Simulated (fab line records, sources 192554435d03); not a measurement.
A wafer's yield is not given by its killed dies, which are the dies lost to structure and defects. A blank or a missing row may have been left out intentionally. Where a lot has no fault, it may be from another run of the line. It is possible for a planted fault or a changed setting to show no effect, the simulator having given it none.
A lot that was struck, set against a sound lot    flow n5-finfet    15 steps out of a route of 1938
Sound: these wafers, L640.2, L640.3, L640.5. Struck: wafers L644.1, L644.6. (L644.5 of the same lot was not struck and is left out.) The cause comes at the end.
For every step that has rows: the tool of each side, followed by ch and its chambers, followed by its first start. Under that, the readings that differ: sound wafers    struck wafers    difference of the means    sigmas: that difference in standard deviations of wafers without a fault.
alike: a reading whose means differ by less than 2 such deviations, as well as words and numbers matching on both sides. not compared: withheld readings; readings where some wafer has no value; bounds like >300 that might hide an equal value; numbers whose values overlap and for which the record gives no deviation.
A row with sigmas, a row that says differs or no value, or rows on one side alone: a step with any of these is where the two part. When numbers do not overlap yet have no deviation, they are printed without sigmas and do not part them. A reading that every wafer of one side lacks parts them only if that side has two wafers or more.

N5_HKMG_FIN_ETCHBACK_68: etches the open film in Cl2/Ar, stops on HfO2, target depth 0.5 nm.
  sound on rie-metal-03 ch 0, day 4 18:55; struck on rie-metal-02 ch 0, day 5 20:03
  alike: chamber-pressure-mTorr, drypump-motor-current-A, oes-product-au, throttle-valve-pct
  not compared: rf-hours-counter-h
N5_HKMG_FIN_STRIP_69: strips in N2/H2, time 360 s.
  sound on plasma-asher-02 ch 0, day 4 19:03; struck on plasma-asher-01 ch 1, day 5 20:11
reading                      sound        struck   difference  sigmas
drypump-motor-current-A (A)  6.5 6.5 6.5  5.3 5.3  -1.2        -2
heater-power-w (W)           450 455 459  512 522  +62         +2
  alike: temp-c
  not compared: rf-hours-counter-h
N5_HKMG_FIN_ALD_21: deposits TiN, target thk 1.5 nm, pulse time 1 s, purge time 3 s.
  sound on ald-metal-03 ch 0,2,3, day 4 19:26; struck on ald-metal-02 ch 1,3, day 5 20:34
  alike: heater-power-w, precursor-pulse-height-rel, susceptor-temp-C
  not compared: since-wet-clean-h
N5_HKMG_FIN_ALD_72: deposits W, target thk 2 nm, pulse time 1 s, purge time 2 s.
  sound on cvd-w-01 ch 0, day 4 19:48; struck on cvd-w-02 ch 0,1, day 5 20:56
  alike: heater-power-w, precursor-pulse-height-rel, susceptor-temp-C
  not compared: since-wet-clean-h
then, 5 steps without rows for these wafers: N5_HKMG_FIN_W_FILL_22 (material W, target thk 60 nm, time 18.2 s); N5_HKMG_FIN_PRECLEAN_83 (cleans in DIW, time 57.5 s); N5_HKMG_FIN_SRD_84 (dry time 32 s); N5_HKMG_FIN_CMP_23 (polishes, stops on SiNx, t overpolish 10 s, target thk 46.326 nm); N5_HKMG_FIN_CMP_94 (polishes, stops on SiNx, t overpolish 4.7 s, target thk 43.299 nm).
N5_HKMG_FIN_INSPECT_28: inspects for defects (darkfield).
  sound: defect-inspect-02 at day 4 20:46; struck: defect-inspect-01 at day 5 21:49
reading           sound     struck  difference  sigmas
raw-defect-count  36 29 33  79 96   +55         +3
N5_GATE_CUT_ETCHBACK_00: etches W in SF6/Cl2.
  sound on rie-metal-03 ch 1, day 4 20:48; struck on rie-metal-03 ch 0, day 5 21:51
  alike: chamber-pressure-mTorr, drypump-motor-current-A, oes-product-au, throttle-valve-pct
  not compared: rf-hours-counter-h
N5_GATE_CUT_ETCH_56: etches TiN in Cl2/Ar, target depth 21.6 nm.
  sound on rie-metal-03 ch 1, day 4 20:55; struck on rie-metal-03 ch 0, day 5 21:58
reading              sound              struck       difference  sigmas
mfc-cl2-sccm (sccm)  39.92 39.96 40.07  42.93 43.08  +3.02       +23
  alike: chamber-pressure-mTorr, drypump-motor-current-A, oes-product-au, throttle-valve-pct
  not compared: rf-hours-counter-h
then, 1 step without rows for these wafers: N5_GATE_CUT_ETCHBACK_30 (etches TiN in Cl2/Ar, target depth 3 nm).
-- the record jumps here: 5 days lie between the struck wafers' starts before and after (it left off in module GATE_CUT and takes up again in module BEOL_M4, whose first step shown is number 1111 of the route) --
N5_BEOL_M4_RC_MEAS_101:
  sound on prober-02 ch 0, day 9 00:11; struck on prober-02 ch 0, day 10 15:51
reading         sound           struck     difference  sigmas
IOFF_P (nA/um)  0.25 0.20 0.21  0.32 0.29  +0.08       +3
ION_P (uA/um)   465 464 462     490 472    +17         +3
SS_N (mV/dec)   71.0 71.1 71.2  72.3 72.3  +1.2        +2
VT_P (mV)       -251 -251 -252  -241 -243  +9          +3
  alike: DIBL_N, DIBL_P, IOFF_N, ION_N, SS_P, VT_N
N5_PASSIVATION_PROBE_49:
  the record holds rows for the sound wafers here (prober-02, day 13 04:15) but none for the struck ones

## WHERE THEY PART
First at N5_HKMG_FIN_STRIP_69; last, within this record, at N5_PASSIVATION_PROBE_49.

WHY: whatever the simulator had introduced
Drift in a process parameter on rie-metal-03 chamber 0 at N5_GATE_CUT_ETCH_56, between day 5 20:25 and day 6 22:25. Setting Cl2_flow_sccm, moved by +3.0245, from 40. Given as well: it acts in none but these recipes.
